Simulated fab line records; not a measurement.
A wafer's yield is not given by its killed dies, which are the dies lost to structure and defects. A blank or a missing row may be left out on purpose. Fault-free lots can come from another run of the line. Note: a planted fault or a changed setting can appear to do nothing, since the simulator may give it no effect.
Chamber matching ; flow n5 finfet ; rie si-01 running N5_PMOS_HMC_CHANNEL_EPI_ETCH_38: 4 sister chambers
The step etches SiO2 in CF4, target depth 1.5 nm. 16 wafers are shown with their chamber, then 7 later ones without.

## WAFERS PAIRED WITH THEIR CHAMBERS
wafer;chamber;throttle valve pct (%);oes product au (a.u.);bias w (W)
L074.2;1;22.42;1.016;401.8
L074.3;2;22.04;1.014;399.6
L074.6;3;21.28;1.004;401.0
L075.4;3;21.29;0.991;400.6
L075.6;0;21.88;0.989;401.2
L077.2;2;22.05;1.029;398.9
L077.3;1;22.41;1.030;400.7
L077.4;0;21.89;0.991;398.9
L078.2;0;21.89;1.005;400.4
L078.3;3;21.28;1.008;400.2
L078.6;0;21.86;0.999;401.3
L079.1;2;22.06;1.011;402.6
L079.4;2;22.05;1.013;400.2
L079.6;0;21.88;0.989;400.2
L088.1;2;22.07;1.019;402.3
L088.2;0;21.87;0.986;399.8

SIGNATURES (means of the wafers above)
reading;chamber 0;chamber 1;chamber 2;chamber 3;scatter within a chamber
throttle valve pct;21.8783;22.4150;22.0540;21.2833;0.0105
oes product au;0.99317;1.02300;1.01720;1.00100;0.0078
bias w;400.300;401.250;400.720;400.600;1.15
Rule: distance of a wafer from a chamber = root of the sum over the readings of ((wafer's reading minus chamber's mean) / reading's scatter) squared. If the next closest chamber is less than 2 further off than the closest, the wafer can't be placed; otherwise it belongs to the closest. The scatter: take each reading less its chamber's mean, square it, sum over the shown wafers, divide by the number of wafers less the number of chambers, and take the root.

## WAFERS MISSING THEIR CHAMBER
wafer;throttle valve pct (%);oes product au (a.u.);bias w (W)
L088.4;21.26;0.989;400.0
L090.1;22.14;1.003;399.4
L090.5;22.14;1.009;398.9
L090.6;21.87;0.993;400.7
L093.1;22.16;1.021;400.5
L093.3;21.88;0.991;399.7
L093.5;22.07;1.021;400.5

## WHICH CHAMBER EACH ONE RAN IN
wafer;from the rows above;in truth
L088.4;3;3
L090.1;2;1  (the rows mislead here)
L090.5;2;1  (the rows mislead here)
L090.6;0;0
L093.1;2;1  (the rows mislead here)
L093.3;0;0
L093.5;2;2
4 of 7 placed correctly. Not placeable from these rows: 0. Placed wrongly: 3.
